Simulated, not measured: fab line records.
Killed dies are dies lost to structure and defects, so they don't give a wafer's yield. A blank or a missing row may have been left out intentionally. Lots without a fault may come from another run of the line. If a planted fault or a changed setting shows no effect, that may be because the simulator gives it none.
A lot that was struck, set against a sound lot :: flow nand_harc :: 14 out of 1302 route steps
Sound: these wafers, L352.2, L352.3, L352.4. Struck: wafers L356.2, L356.4, L356.5. At the end, the cause is stated.
Order at every step that has rows: each side's tool, ch and its chambers, its first start. Under that, the readings that differ: sound wafers :: struck wafers :: difference of the means :: sigmas: that difference in standard deviations of wafers without a fault.
alike: readings whose means differ by less than 2 such deviations, and words and numbers that are the same on both sides. not compared: withheld readings, readings that some wafer has no value for, bounds like >300 that may hide the same value, and numbers for which the record gives no deviation and whose values overlap.
Wherever a step has rows on one side only, a row that says differs or no value, or a row with sigmas, the two part there. When numbers do not overlap yet have no deviation, they are printed without sigmas and do not part them. Lack of a reading on every wafer of one side parts them only where that side has two or more wafers.

NHARC_A_ZERO_WELL_INSPECT_17:
  sound: defect_inspect-01 at day 8 00:10; struck: defect_inspect-02 at day 9 17:17
  alike: raw_defect_count
then, 3 steps without rows for these wafers: NHARC_A_SOURCE_PLATE_PRECLEAN_00 (cleans in HF-LAST, time 60 s); NHARC_A_SOURCE_PLATE_SRD_01; NHARC_A_SOURCE_PLATE_OXIDE_02 (material SiO2, target thk 10 nm, ox time 1362 s).
NHARC_A_SOURCE_PLATE_THK_MEAS_09: measures by ellipsometry.
  sound: film_metro-01 at day 8 07:53; struck: film_metro-01 at day 10 00:32
  alike: thk_nm
then, 3 steps without rows for these wafers: NHARC_A_SOURCE_PLATE_PVD_04 (deposits WSi2, target thk 50 nm); NHARC_A_SOURCE_PLATE_CVD_03 (deposits poly-Si, target thk 200 nm, time 4000 s); NHARC_A_SOURCE_PLATE_ANNEAL_05 (time 1800 s).
NHARC_A_SOURCE_PLATE_THK_MEAS_06: measures by ellipsometry.
  sound: film_metro-01 at day 8 22:38; struck: film_metro-01 at day 10 13:40
  alike: thk_nm
NHARC_A_SOURCE_PLATE_INSPECT_08:
  sound: defect_inspect-01 at day 8 22:42; struck: defect_inspect-01 at day 10 13:44
  alike: raw_defect_count
NHARC_A_ONON_D1_DEP_00: target thk 1000 nm.
  sound on pecvd_onon-01 ch 0, day 8 22:49; struck on pecvd_onon-01 ch 0, day 10 13:52
  alike: n2_flow_sccm, sih4_flow_sccm
NHARC_A_ONON_D1_THK_MEAS_02: measures by ellipsometry.
  sound: film_metro-01 at day 8 23:16; struck: film_metro-02 at day 10 14:19
reading: thk_nm (nm)
sound: 1012 1011 1011
struck: 441 440 440
difference: -571
sigmas: -59
then, no rows for these wafers at 1 step: NHARC_A_ONON_D1_DEP_03 (target thk 1000 nm).
-- jump in the record: it breaks off in module A_ONON_D1 and resumes in module END (first step shown: number 1302 of the route), and 16 days separate the struck wafers' starts before and after --
NHARC_END_SORT_01:
  the record has rows for the struck wafers here (prober-01 ch 0, day 27 00:59) and none for the sound ones

== WHERE THEY PART ==
Last at NHARC_END_SORT_01 as far as this record goes, first at NHARC_A_ONON_D1_THK_MEAS_02.

WHY: whatever the simulator had introduced
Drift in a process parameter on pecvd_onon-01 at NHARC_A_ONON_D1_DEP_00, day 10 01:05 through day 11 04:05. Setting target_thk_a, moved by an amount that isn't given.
